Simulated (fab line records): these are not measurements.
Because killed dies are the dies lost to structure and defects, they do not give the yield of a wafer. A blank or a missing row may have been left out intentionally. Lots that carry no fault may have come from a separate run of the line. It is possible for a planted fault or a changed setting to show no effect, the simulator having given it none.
3 desks, one fault :: flow n5_finfet :: every desk sees just its own numbers, and what lay behind them comes last

== THE DEFECT DESK ==
Counts from the inspections along the route, per lot, as means over the sampled wafers that have a number. Marked OUT: a lot whose mean sits more than 4 standard deviations from the usual mean, which makes it out of limits; the brackets give that distance.
Columns: A = raw_defect_count at N5_BEOL_M8_INSPECT_30, usual 420
lot: L642
first seen here: day 9 18:33
A: 384

lot: L643
first seen here: day 9 22:35
A: 463

lot: L647
first seen here: day 11 02:19
A: 429

lot: L648
first seen here: day 11 09:13
A: 518

lot: L652
first seen here: day 11 16:49
A: 442

lot: L658
first seen here: day 13 21:53
A: 737

lot: L655
first seen here: day 13 21:56
A: 626

lot: L663
first seen here: day 14 22:45
A: 489

lot: L665
first seen here: day 15 10:53
A: 386
This desk's finding: nothing out of limits on any of the 9 lots.

== FOR THE TOOL OWNER'S DESK: rie_metal-01 ==
The tool's own readings at N5_BEOL_M8_HM_OPEN_17 (chemistry Cl2/BCl3, target TiN, target depth 20 nm, overetch 6 nm): means of the sampled wafers that have a number, for each lot that ran on this tool. Marked OUT: a lot whose mean sits more than 4 standard deviations from the usual mean, which makes it out of limits; the brackets give that distance.
Columns: A = chamber_pressure_mTorr at N5_BEOL_M8_HM_OPEN_17, usual 10.000 mTorr; B = drypump_motor_current_A at N5_BEOL_M8_HM_OPEN_17, usual 5.5 A; C = oes_product_au at N5_BEOL_M8_HM_OPEN_17, usual 0.62 a.u.; D = rf_fwd_power_W at N5_BEOL_M8_HM_OPEN_17, usual 992 W; E = throttle_valve_pct at N5_BEOL_M8_HM_OPEN_17, usual 22.30 %
lot: L652
first seen here: day 11 16:02
A: 10.007
B: 5.6
C: 0.53
D: 990
E: 22.84

lot: L658
first seen here: day 13 18:50
A: 9.997
B: 5.4
C: 0.55
D: 995
E: 22.59

lot: L655
first seen here: day 13 20:18
A: 9.995
B: 5.4
C: 0.56
D: 997
E: 22.35
This desk's finding: nothing out of limits on any of the 3 lots.

== THE METROLOGY DESK ==
Means of the sampled wafers that have a number, per lot and without regard to the tool the lot ran on: this is what the gauges read. Marked OUT: a lot whose mean sits more than 4 standard deviations from the usual mean, which makes it out of limits; the brackets give that distance.
Columns: A = M8_OVL at N5_BEOL_M8_OVL_MEAS_12, usual 0.4 nm
lot: L642
first seen here: day 9 16:54
A: 0.7

lot: L643
first seen here: day 9 20:57
A: -0.3

lot: L647
first seen here: day 11 01:07
A: 0.9

lot: L648
first seen here: day 11 06:56
A: -0.2

lot: L652
first seen here: day 11 14:17
A: 1.0

lot: L658
first seen here: day 13 18:08
A: -0.8

lot: L655
first seen here: day 13 19:58
A: -0.3

lot: L663
first seen here: day 14 20:53
A: 0.5

lot: L665
first seen here: day 15 08:28
A: 0.7
This desk's finding: nothing out of limits on any of the 9 lots.

== TAKEN TOGETHER ==
Nothing out of limits was seen by the defect desk.
Nothing out of limits was seen by the tool owner's desk.
From the metrology desk's view, nothing was out of limits.

== WHAT HAD BEEN PUT IN BY THE SIMULATOR ==
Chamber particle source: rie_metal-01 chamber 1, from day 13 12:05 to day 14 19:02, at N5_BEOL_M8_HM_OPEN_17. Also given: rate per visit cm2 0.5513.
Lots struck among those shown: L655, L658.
